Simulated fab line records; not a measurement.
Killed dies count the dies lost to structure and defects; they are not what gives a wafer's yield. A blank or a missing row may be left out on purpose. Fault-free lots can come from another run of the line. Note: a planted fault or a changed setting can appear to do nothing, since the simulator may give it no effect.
Lot-split experiment    flow n5_finfet    on a route of 1938 steps: 7 lots, 21 wafers read

SPLIT DETAILS
At N5_BEOL_M7_TRENCH_ETCH_37 (etches SiCOH lowk in C4F6/O2, target depth 93.478 nm, time 31.2 s), the setting bias_w was moved away from the recipe's 185 W on 11 of the 21 wafers read, by -15.5% to +11.7%. For the rest of the wafers, this setting stayed at what the recipe calls for.

The reading comes from the split's own step.

THE READING
rf_vpp_V, in V, at N5_BEOL_M7_TRENCH_ETCH_37 (etches SiCOH lowk in C4F6/O2, target depth 93.478 nm, time 31.2 s). On this fab line, fault-free wafers typically give 664 V with a standard deviation of 10 V.

wafer   tool, chamber at the split  bias_w as run, W  against the recipe  rf_vpp_V, V  against lot-mates on the recipe
L078.1  rie_diel-05, 0              185               recipe              671          -
L078.2  rie_diel-05, 3              173.2             -6.4%               626          -34
L078.4  rie_diel-05, 1              185               recipe              649          -
L079.4  rie_diel-01, 0              204.5             +10.5%              750          +61
L079.5  rie_diel-01, 3              204.5             +10.5%              724          +35
L079.6  rie_diel-01, 2              185               recipe              689          -
L080.2  rie_diel-06, 2              206.7             +11.7%              719          +56
L080.3  rie_diel-06, 0              185               recipe              657          -
L080.5  rie_diel-06, 1              185               recipe              668          -
L081.1  rie_diel-06, 2              171.3             -7.4%               620          -35
L081.2  rie_diel-06, 0              185               recipe              655          -
L081.3  rie_diel-06, 1              171.3             -7.4%               627          -28
L083.2  rie_diel-06, 1              167.3             -9.6%               616          no lot-mate on the recipe
L083.3  rie_diel-06, 3              167.3             -9.6%               607          no lot-mate on the recipe
L083.4  rie_diel-06, 0              167.3             -9.6%               606          no lot-mate on the recipe
L084.1  rie_diel-06, 0              185               recipe              657          -
L084.2  rie_diel-06, 2              185               recipe              659          -
L084.4  rie_diel-06, 3              185               recipe              658          -
L095.2  rie_diel-05, 2              156.4             -15.5%              582          -65
L095.3  rie_diel-05, 1              185               recipe              647          -
L095.5  rie_diel-05, 1              156.4             -15.5%              565          -82

THE FIT
A straight line over all 21 wafers: rf_vpp_V changes by +5.83 V for each +1% of bias_w; r = +0.97; the points scatter about the line by 11 V.
The same after taking each lot's own level away (the mean of its wafers on the recipe; 18 wafers): +4.68 V for each +1%; r = +0.98; scatter 7.3 V.
That fit puts the effect of the largest move of bias_w on the reading at 72 V.
The lots' own levels span 647.0 to 689.0 V, that is 4.2 times the standard deviation above.
So the lot-to-lot level changes the slope: the two fits differ.
Check: -75.2 V against its lot-mates is what the line predicts for one of the wafers moved furthest among these (-15.5%) when that wafer is left out of the fit. Against them it came out at -65 V.
Tool readings at the split's step, against how far the setting was moved: rf_vpp_V r = +0.97.

OTHER SPLITS APPLIED TO THESE WAFERS
Before the reading, these wafers also passed through other splits. Each is held against what the fit with the lots' levels taken away leaves over:
other split on the same wafers    wafers away from the commonest value  r with rf_vpp_V (lot level and that fit taken away)
N5_BEOL_M5_TRENCH_ETCH_37 time_s  10                                    +0.11
N5_BEOL_M7_PECVD_70 temp_c        8                                     +0.13
N5_BEOL_M7_COAT_05 spin_rpm       8                                     +0.10
N5_BEOL_M7_DESCUM_33 time_s       6                                     +0.50

THE FILE'S OWN FIT
rf_vpp_V changes by +4.74 V for each +1% of bias_w, r = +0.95.
